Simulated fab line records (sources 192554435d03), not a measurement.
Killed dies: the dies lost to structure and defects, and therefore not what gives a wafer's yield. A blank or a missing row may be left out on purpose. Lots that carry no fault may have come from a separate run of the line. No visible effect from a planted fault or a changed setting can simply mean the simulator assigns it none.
Chamber matching | flow n5-finfet | 4 sister chambers for N5_GATE_CUT_CMP_61 on cmp-01
The step polishes, stops on SiNx, t overpolish 3 s. 14 wafers are shown with their chamber, then 7 later ones without.

## WAFERS PAIRED WITH THEIR CHAMBERS
wafer  | chamber | motor-current-A (A)
L075.4 | 2       | 10.5
L075.5 | 0       | 11.5
L075.6 | 3       | 11.8
L080.3 | 0       | 12.0
L080.4 | 1       | 12.0
L080.5 | 1       | 12.0
L082.3 | 3       | 11.8
L082.4 | 0       | 12.2
L082.5 | 0       | 11.7
L083.2 | 1       | 12.0
L083.5 | 1       | 12.9
L083.6 | 0       | 11.7
L085.2 | 3       | 12.1
L085.5 | 2       | 11.2

SIGNATURES, as means of the wafers listed above
reading         | chamber 0 | chamber 1 | chamber 2 | chamber 3 | scatter within a chamber
motor-current-A | 11.820    | 12.225    | 10.850    | 11.900    | 0.349
Rule: a wafer's distance from a chamber is the root of the sum, over the readings, of the square of ((its reading less the chamber's mean) divided by the reading's scatter). The wafer belongs to the nearest chamber; if the next one is less than 2 further off, it can't be placed. The scatter: take each reading less its chamber's mean, square it, sum over the shown wafers, divide by the number of wafers less the number of chambers, and take the root.

## WAFERS MISSING THEIR CHAMBER
wafer  | motor-current-A (A)
L085.6 | 12.5
L086.1 | 11.5
L086.3 | 11.7
L086.5 | 12.1
L096.2 | 12.1
L096.4 | 12.5
L096.6 | 11.4

## WHICH CHAMBER EACH ONE RAN IN
wafer  | from the rows above               | in truth
L085.6 | can't be placed: 1 or 3 or 0      | 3
L086.1 | can't be placed: 0 or 3 or 2 or 1 | 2
L086.3 | can't be placed: 0 or 3 or 1      | 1
L086.5 | can't be placed: 1 or 3 or 0      | 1
L096.2 | can't be placed: 1 or 3 or 0      | 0
L096.4 | can't be placed: 1 or 3 or 0      | 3
L096.6 | can't be placed: 0 or 3 or 2 or 1 | 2
Placed correctly: 0 of 7. Not placeable from these rows: 7 (in 7, the candidates include the true chamber). Wrongly placed: 0.
